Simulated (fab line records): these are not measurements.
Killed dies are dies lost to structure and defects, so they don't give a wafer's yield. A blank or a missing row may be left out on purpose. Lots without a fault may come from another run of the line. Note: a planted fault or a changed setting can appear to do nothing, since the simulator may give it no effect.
One fault seen from 3 desks + flow n5Finfet + every desk sees just its own numbers, and what lay behind them comes last

== DESK OF THE TOOL OWNER: rieDiel-05 ==
The tool's own readings at N5_FIN_SAQP_DESCUM_21 (chemistry O2, time 7.9 s): means of the sampled wafers that have a number, for each lot that ran on this tool. Marked OUT: a lot whose mean sits more than 4 standard deviations from the usual mean, which makes it out of limits; the brackets give that distance.
Columns: A = drypumpMotorCurrentA at N5_FIN_SAQP_DESCUM_21, usual 5.9 A; B = oesProductAu at N5_FIN_SAQP_DESCUM_21, usual 0.79 a.u.; C = rfVppV at N5_FIN_SAQP_DESCUM_21, usual 243.4 V; D = showerheadPlenumPTorr at N5_FIN_SAQP_DESCUM_21, usual 2.10 Torr; E = throttleValvePct at N5_FIN_SAQP_DESCUM_21, usual 20.39 %
| lot  | first seen here | A   | B    | C     | D    | E     |
|------|-----------------|-----|------|-------|------|-------|
| L958 | day 5 04:26     | 5.8 | 0.79 | 242.8 | 2.13 | 20.41 |
| L961 | day 5 22:04     | 5.8 | 0.83 | 244.9 | 2.16 | 20.34 |
| L966 | day 7 04:38     | 5.6 | 0.78 | 243.3 | 2.16 | 20.52 |
Finding of this desk: none of the 3 lots has anything out of limits.

== THE DEFECT DESK ==
Inspection counts along the route, by lot: the mean over sampled wafers that carry a number. Marked OUT: a lot whose mean sits more than 4 standard deviations from the usual mean, which makes it out of limits; the brackets give that distance.
Columns: A = rawDefectCount at N5_FIN_SAQP_INSPECT_18, usual 409
| lot  | first seen here | A   |
|------|-----------------|-----|
| L954 | day 4 05:22     | 545 |
| L957 | day 4 22:19     | 495 |
| L958 | day 5 04:24     | 401 |
| L961 | day 5 22:02     | 331 |
| L966 | day 7 03:34     | 475 |
| L968 | day 7 20:01     | 423 |
Finding of this desk: none of the 6 lots has anything out of limits.

== METROLOGY DESK ==
What the gauges read for every lot (on any tool): the sampled wafers with a number, averaged. Marked OUT: a lot whose mean sits more than 4 standard deviations from the usual mean, which makes it out of limits; the brackets give that distance. 7 of its 12 readings are shown, namely those furthest out on some lot.
Columns: A = cdNm at N5_FIN_SAQP_CD_MEAS_16, usual 35.6 nm; B = IOFF_P at N5_BEOL_M4_RC_MEAS_101, usual 0.21 nA/um; C = ION_N at N5_BEOL_M4_RC_MEAS_101, usual 674 uA/um; D = ION_P at N5_BEOL_M4_RC_MEAS_101, usual 463 uA/um; E = SS_N at N5_BEOL_M4_RC_MEAS_101, usual 71.3 mV/dec; F = VT_N at N5_BEOL_M4_RC_MEAS_101, usual 250 mV; G = VT_P at N5_BEOL_M4_RC_MEAS_101, usual -251 mV
| lot  | first seen here | A    | B    | C   | D   | E    | F   | G    |
|------|-----------------|------|------|-----|-----|------|-----|------|
| L954 | day 4 05:18     | 36.1 | 0.15 | 661 | 446 | 70.4 | 250 | -259 |
| L957 | day 4 22:15     | 36.2 | 0.23 | 670 | 467 | 71.4 | 249 | -249 |
| L958 | day 5 04:20     | 35.1 | 0.21 | 677 | 465 | 71.7 | 250 | -251 |
| L961 | day 5 21:58     | 35.6 | 0.20 | 680 | 460 | 71.7 | 249 | -252 |
| L966 | day 7 03:30     | 35.8 | 0.21 | 682 | 466 | 72.2 | 247 | -250 |
| L968 | day 7 19:58     | 36.1 | 0.19 | 679 | 461 | 71.4 | 252 | -253 |
Finding of this desk: none of the 6 lots has anything out of limits.

== BROUGHT TOGETHER ==
Nothing out of limits was seen by the tool owner's desk.
Nothing the defect desk looked at was out of limits.
From the metrology desk's view, nothing was out of limits.

== WHAT THE SIMULATOR HAD PUT IN ==
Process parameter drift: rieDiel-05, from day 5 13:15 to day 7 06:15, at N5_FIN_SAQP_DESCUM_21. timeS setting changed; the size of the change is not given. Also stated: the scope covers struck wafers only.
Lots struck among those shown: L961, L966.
